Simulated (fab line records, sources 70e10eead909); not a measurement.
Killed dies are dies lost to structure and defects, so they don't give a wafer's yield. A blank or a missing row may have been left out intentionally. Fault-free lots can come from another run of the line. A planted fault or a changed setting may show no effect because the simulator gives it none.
fab line records	flow nandHarc
[record] lots = 14	wafers = 42	lastDay = 24
route steps=1159 shown A_STAIRCASE@625
lots that met no fault: from a run of the same line without faults
startH: hours from the record's first day to the start of the lot's first wafer shown	waitH: hours since the lot's step before	" same as the row above	L1.1+2: a row that stands for several wafers	- either no value or no given start	* or withheld: withheld	< > ~ a bound
route shown NAME@n: names a module that has steps shown in the file, with the first one's number in the route	usual: the fault-free wafers' mean and standard deviation	same: alike in all rows	chamber/n: place in a boat	sites: the reading at each site	_std_site: standard deviation across them	_edge_site: the outer-site mean with the inner-site mean subtracted	radiusMm: for every site, how far away it sits from the centre of the wafer	mask NAME#n: copy n	behind: tool/chamber where the wafer was last shaped	hold: why the lot was held/for how many hours/how that ended	device: whichever transistor did not switch (one of n, p or np)	end of line: the route-end tests of the same wafers	a step with no rows: only its recipe	killed: not the wafer's yield, but the dies lost to structure and defects at the first sort	map: a wafer's dies, x killed, . not, _ none there
set.NAME: the setting that was run; set.NAME@STEP: the one run at that earlier step	model.NAME: the simulator's own value behind a step, which no gauge read
a sample of lots followed through the steps of the route, with each step as a table and each wafer as a row
services: when a tool's chamber went out of use (startH, in hours from the record's first day, below 0 if earlier), for how many hours, and the reason
[[steps]]
[step NHARC_A_STAIRCASE_TRIM_231]
[recipe] timeS = 211.2	o2FlowSccm = 500	arFlowSccm = 0	biasW = 0	chemistry = O2
[usual] drypumpMotorCurrentA = 5.6/0.3	oesProductAu = 1.001/0.0092	rfVppV = 57.7/1	showerheadPlenumPTorr = 3.52/0.18	throttleValvePct = 17.036/0.0092
lot.wafer	tool	chamber	startH	waitH	drypumpMotorCurrentA	oesProductAu	rfHoursCounterH	rfVppV	showerheadPlenumPTorr	throttleValvePct
L655.2	rieDiel-13	0	-	-	5.4	0.995	54	58.1	3.64	17.045
L655.3	"	3	"	"	5.9	1.005	54	57.7	3.29	17.054
L655.5	"	0	"	"	5.3	0.998	-	57.2	3.64	17.037
L656.2	rieDiel-13	1	-	-	5.4	1.009	49	58.7	3.58	17.038
L656.3	"	2	"	"	5.6	1.008	52	57.8	3.31	17.029
L656.6	"	1	"	"	5.4	1.003	-	57.7	3.58	17.040
L657.3	rieDiel-13	0	-	-	5.4	1.002	56	60.2	3.64	17.023
L657.2	"	1	"	"	5.4	1.014	50	57.0	3.57	17.029
L657.5	"	1	"	"	5.4	1.019	-	56.6	3.58	17.023
L654.2	rieDiel-13	1	-	-	5.4	1.007	50	59.4	3.57	17.047
L654.4	"	0	"	"	5.4	0.999	56	57.4	3.64	17.041
L654.6	"	2	"	"	5.5	1.003	-	56.3	3.31	17.022
L658.2	rieDiel-13	2	-	-	5.5	1.008	55	57.5	3.31	17.028
L658.3	"	3	"	"	5.8	1.010	57	56.6	3.29	17.045
L658.5	"	2	"	"	5.5	1.006	-	57.7	3.31	17.052
L659.3	rieDiel-13	1	-	-	5.4	1.008	53	57.3	3.57	17.028
L659.4	"	2	"	"	5.5	1.004	57	59.0	3.31	17.041
L659.5	"	3	"	"	5.8	1.015	-	57.5	3.28	17.014
L666.1	rieDiel-03	0	-	-	5.5	0.990	37	57.0	3.47	17.039
L666.3	"	2	"	"	4.7	0.995	36	58.0	3.64	17.036
L666.4	"	3	"	"	5.5	0.995	35	57.1	3.79	17.039
L667.1	rieDiel-13	1	-	-	5.4	1.008	10	58.6	3.57	17.038
L667.3	"	3	"	"	5.8	0.995	11	58.4	3.80	17.038
L667.6	"	0	"	"	5.3	1.004	-	56.1	3.63	17.049
L668.2	rieDiel-13	1	-	-	5.4	0.999	11	56.9	3.56	17.032
L668.6	"	1	"	"	5.4	0.994	-	58.5	3.56	17.043
L668.5	"	2	"	"	5.5	0.995	-	57.9	3.30	17.027
L669.2	rieDiel-06	2	-	-	5.6	0.996	34	59.0	3.79	17.042
L669.1	"	3	"	"	6.1	0.993	32	59.0	3.34	17.042
L669.6	"	0	"	"	5.7	0.994	-	56.3	3.35	17.038
L672.2	rieDiel-13	0	-	-	5.3	1.005	21	57.7	3.63	17.038
L672.3	"	2	"	"	5.5	0.999	18	56.1	3.30	17.045
L672.6	"	0	"	"	5.4	0.993	-	58.1	3.63	17.045
L673.3	rieDiel-06	3	-	-	6.1	0.998	41	58.2	3.33	17.035
L673.2	"	0	"	"	5.7	0.981	45	57.5	3.34	17.043
L673.5	"	1	"	"	5.0	1.009	-	56.8	3.42	17.044
L676.3	rieDiel-13	2	-	-	5.5	1.012	25	57.6	3.29	17.036
L676.5	"	2	"	"	5.5	1.001	-	58.4	3.29	17.041
L676.6	"	3	"	"	5.8	1.007	-	57.7	3.79	17.019
L677.2	rieDiel-13	2	-	-	5.5	1.002	30	56.6	3.29	17.052
L677.6	"	3	"	"	5.8	0.998	-	58.3	3.79	17.037
L677.5	"	0	"	"	5.4	0.987	-	59.6	3.62	17.048
[step NHARC_A_STAIRCASE_ETCH_234]
[recipe] targetDepthA = 1000	timeS = 40.5	ionEnergyEv = 400	c4f8FlowSccm = 20	o2FlowSccm = 10	arFlowSccm = withheld	rfW = 600	biasW = 1000	chemistry = C4F8/O2
[usual] oesProductAu = 0.945/0.012	rfVppV = 895/6.3
lot.wafer	tool	chamber	startH	waitH	oesProductAu	rfHoursCounterH	rfVppV
L655.2	rieDiel-13	0	-	-	0.936	54	901
L655.3	"	3	"	"	0.957	54	887
L655.5	"	0	"	"	0.942	-	899
L656.3	rieDiel-13	3	-	-	0.982	55	887
L656.2	"	1	"	"	0.944	49	898
L656.6	"	3	"	"	0.971	-	889
L657.2	rieDiel-13	2	-	-	0.941	54	888
L657.3	"	3	"	"	0.949	56	887
L657.5	"	1	"	"	0.944	-	898
L654.2	rieDiel-13	1	-	-	0.950	50	897
L654.4	"	2	"	"	0.937	54	889
L654.6	"	2	"	"	0.932	-	888
L658.2	rieDiel-13	1	-	-	0.939	52	898
L658.3	"	2	"	"	0.938	56	887
L658.5	"	1	"	"	0.933	-	897
L659.3	rieDiel-13	2	-	-	0.935	58	889
L659.4	"	0	"	"	0.939	61	900
L659.5	"	1	"	"	0.925	-	897
L666.1	rieDiel-03	0	-	-	0.924	37	894
L666.4	"	1	"	"	0.939	38	898
L666.3	"	2	"	"	0.932	36	900
L667.3	rieDiel-13	0	-	-	0.941	10	899
L667.1	"	3	"	"	0.944	12	907
L667.6	"	1	"	"	0.936	-	899
L668.2	rieDiel-13	2	-	-	0.954	9	888
L668.5	"	1	"	"	0.953	-	897
L668.6	"	2	"	"	0.949	-	887
L669.2	rieDiel-06	1	-	-	0.938	33	893
L669.1	"	3	"	"	0.934	32	889
L669.6	"	0	"	"	0.930	-	890
L672.3	rieDiel-13	3	-	-	0.937	23	906
L672.2	"	0	"	"	0.943	21	899
L672.6	"	2	"	"	0.965	-	887
L673.3	rieDiel-06	0	-	-	0.932	45	889
L673.2	"	3	"	"	0.939	41	890
L673.5	"	0	"	"	0.937	-	890
L676.3	rieDiel-13	1	-	-	0.947	29	898
L676.6	"	1	"	"	0.951	-	898
L676.5	"	2	"	"	0.947	-	889
L677.2	rieDiel-13	2	-	-	0.963	30	887
L677.5	"	1	"	"	0.981	-	898
L677.6	"	2	"	"	0.967	-	887
[step NHARC_A_STAIRCASE_EXPOSE_286]
[recipe] na = 0.5	doseMj = 25.01	maskId = CHOP_100
[usual] exposureDoseMJCm2 = 25.009/0.024	focusOffsetNm = 0.0/0.48
lot.wafer	tool	chamber	startH	waitH	mask	exposureDoseMJCm2	focusOffsetNm
L655.2	krfScanner-03	0	264.26	-	CHOP_100#0	24.995	0.2
L655.3	"	0	"	"	CHOP_100#0	25.015	0.5
L655.5	"	0	"	"	CHOP_100#0	24.964	0.2
L656.2	krfScanner-02	0	266.06	-	CHOP_100#0	24.963	0.0
L656.3	"	0	"	"	CHOP_100#0	24.980	-0.3
L656.6	"	0	"	"	CHOP_100#0	25.004	0.2
L657.2	krfScanner-02	0	268.43	-	CHOP_100#0	24.989	0.2
L657.3	"	0	"	"	CHOP_100#0	25.022	0.7
L657.5	"	0	"	"	CHOP_100#0	25.030	0.6
L654.2	krfScanner-02	-	270.36	-	CHOP_100#0	-	-
L654.4	"	-	"	"	CHOP_100#0	-	-
L654.6	"	-	"	"	CHOP_100#0	-	-
L658.2	krfScanner-04	-	276.63	-	CHOP_100#0	-	-
L658.3	"	-	"	"	CHOP_100#0	-	-
L658.5	"	-	"	"	CHOP_100#0	-	-
L659.3	krfScanner-03	0	278.46	-	CHOP_100#0	25.035	0.1
L659.4	"	0	"	"	CHOP_100#0	25.051	0.6
L659.5	"	0	"	"	CHOP_100#0	24.986	0.1
L666.1	krfScanner-02	0	326.25	-	CHOP_100#0	25.002	0.0
L666.3	"	0	"	"	CHOP_100#0	24.990	0.5
L666.4	"	0	"	"	CHOP_100#0	25.000	-0.8
L667.1	krfScanner-04	0	326.65	-	CHOP_100#0	25.025	-0.7
L667.3	"	0	"	"	CHOP_100#0	25.029	-0.6
L667.6	"	0	"	"	CHOP_100#0	25.044	-0.4
L668.2	krfScanner-02	0	329.68	-	CHOP_100#0	25.014	0.1
L668.5	"	0	"	"	CHOP_100#0	25.020	-0.3
L668.6	"	0	"	"	CHOP_100#0	25.014	-0.8
L669.1	krfScanner-04	0	345.58	-	CHOP_100#0	25.013	-1.1
L669.2	"	0	"	"	CHOP_100#0	25.036	0.1
L669.6	"	0	"	"	CHOP_100#0	25.006	-0.1
L672.2	krfScanner-04	0	358.93	-	CHOP_100#0	25.035	-0.6
L672.3	"	0	"	"	CHOP_100#0	25.036	1.0
L672.6	"	0	"	"	CHOP_100#0	25.028	-0.4
L673.2	krfScanner-02	0	365.14	-	CHOP_100#0	25.034	0.2
L673.3	"	0	"	"	CHOP_100#0	25.053	0.0
L673.5	"	0	"	"	CHOP_100#0	25.015	-0.4
L676.3	krfScanner-04	0	383.09	-	CHOP_100#0	24.981	0.2
L676.5	"	0	"	"	CHOP_100#0	25.013	-0.1
L676.6	"	0	"	"	CHOP_100#0	24.990	-0.5
L677.2	krfScanner-04	0	396.24	-	CHOP_100#0	24.996	0.3
L677.5	"	0	"	"	CHOP_100#0	25.014	-0.1
L677.6	"	0	"	"	CHOP_100#0	25.008	-0.5
[step NHARC_A_STAIRCASE_ETCH_294]
[recipe] targetDepthA = 49920	timeS = 1212.4	ionEnergyEv = 800	c4f8FlowSccm = 80	o2FlowSccm = 60	arFlowSccm = withheld	rfW = 600	biasW = 3000	chemistry = C4F8/O2/Ar
[usual] oesProductAu = 0.931/0.011	rfVppV = 1827/13
lot.wafer	tool	chamber	startH	waitH	oesProductAu	rfHoursCounterH	rfVppV
L655.2	rieDiel-06	0	-	-	0.922	7	1812
L655.3	"	1	"	"	0.930	6	1820
L655.5	"	2	"	"	0.940	-	1848
L656.3	rieDiel-13	0	-	-	0.919	60	1835
L656.2	"	1	"	"	0.926	53	1831
L656.6	"	2	"	"	0.917	-	1810
L657.3	rieDiel-06	0	-	-	0.927	10	1815
L657.2	"	1	"	"	0.927	10	1819
L657.5	"	2	"	"	0.938	-	1847
L654.4	rieDiel-06	0	-	-	0.914	11	1814
L654.2	"	1	"	"	0.928	11	1820
L654.6	"	0	"	"	0.922	-	1814
L658.3	rieDiel-06	1	-	-	0.938	14	1820
L658.2	"	3	"	"	0.924	8	1815
L658.5	"	0	"	"	0.917	-	1814
L659.3	rieDiel-03	2	-	-	0.907	23	1837
L659.4	"	1	"	"	0.938	24	1833
L659.5	"	2	"	"	0.916	-	1835
L666.4	rieDiel-06	2	-	-	0.927	29	1845
L666.3	"	3	"	"	0.923	26	1813
L666.1	"	0	"	"	0.922	31	1813
L667.3	rieDiel-06	0	-	-	0.936	31	1813
L667.1	"	1	"	"	0.946	29	1820
L667.6	"	3	"	"	0.944	-	1814
L668.2	rieDiel-03	1	-	-	0.951	42	1831
L668.5	"	0	"	"	0.937	-	1822
L668.6	"	1	"	"	0.949	-	1833
L669.2	rieDiel-06	3	-	-	0.932	36	1813
L669.1	"	0	"	"	0.941	40	1812
L669.6	"	3	"	"	0.922	-	1812
L672.2	rieDiel-06	1	-	-	0.947	42	1819
L672.3	"	0	"	"	0.930	46	1811
L672.6	"	2	"	"	0.934	-	1845
L673.3	rieDiel-06	0	-	-	0.934	47	1813
L673.2	"	1	"	"	0.954	46	1818
L673.5	"	3	"	"	0.948	-	1813
L676.3	rieDiel-03	0	-	-	0.917	57	1822
L676.6	"	3	"	"	0.923	-	1844
L676.5	"	0	"	"	0.920	-	1822
L677.2	rieDiel-06	3	-	-	0.920	52	1812
L677.6	"	1	"	"	0.923	-	1817
L677.5	"	2	"	"	0.920	-	1847
[[services]]
tool	chamber	startH	hours	kind
krfScanner-02	-	239.18	0.6	repair
rieDiel-06	-	241.51	9.0	pm
rieDiel-13	0	255.39	-	clean
rieDiel-13	1	255.39	-	clean
rieDiel-13	2	255.39	-	clean
rieDiel-13	3	255.39	-	clean
rieDiel-06	3	263.77	7.5	repair
krfScanner-03	-	267.17	5.0	repair
rieDiel-13	-	270.66	0.1	repair
rieDiel-06	2	288.44	2.8	repair
rieDiel-13	2	288.70	9.7	repair
krfScanner-03	-	290.51	4.4	repair
krfScanner-04	-	298.01	4.0	pm
rieDiel-13	2	316.71	5.8	repair
rieDiel-13	-	339.31	0.8	repair
krfScanner-03	-	340.00	4.0	pm
krfScanner-03	-	349.82	3.6	repair
krfScanner-02	-	362.57	0.5	repair
rieDiel-03	1	370.70	3.7	repair
rieDiel-03	2	373.90	5.3	repair
krfScanner-02	-	382.00	4.0	pm
krfScanner-04	-	388.13	5.8	repair
krfScanner-02	-	390.80	1.4	repair
rieDiel-03	-	392.98	9.0	pm
[[key]]
[firstSign] step = NHARC_A_STAIRCASE_EXPOSE_286	reading = toolRecord	direction = missing
effect none on later readings
metAt NHARC_A_STAIRCASE_EXPOSE_286
struckLots L654,L658
laterRowsLeftOut L654.2,L654.4,L654.6,L658.2,L658.3,L658.5
sortLeftOut L654.2,L654.4,L654.6,L658.2,L658.3,L658.5
testerLeftOut L654,L658
notActingAt NHARC_A_STAIRCASE_TRIM_231,NHARC_A_STAIRCASE_ETCH_234,NHARC_A_STAIRCASE_ETCH_294
onsetBetween 268.43 270.36
[fault] kind = skippedStepWhole	tool = krfScanner-02,krfScanner-04	chamber = -	onsetH = 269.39	steps = NHARC_A_STAIRCASE_EXPOSE_286	scope = struckLotsOnly
// testerLeftOut: of these lots the tester's yield and bins aren't shown, on N5 and GAA mostly nor the transistor test; their killed dies are dies lost to structure and defects alone, not to doping, threshold or leakage, so they don't give the yield
// sortLeftOut: the simulated sort isn't trusted on such a fault, so these wafers' sort isn't shown, and their yield isn't known
// laterRowsLeftOut: the simulator's readings of these wafers behind a module that went badly wrong aren't trusted and aren't shown, but for the sort
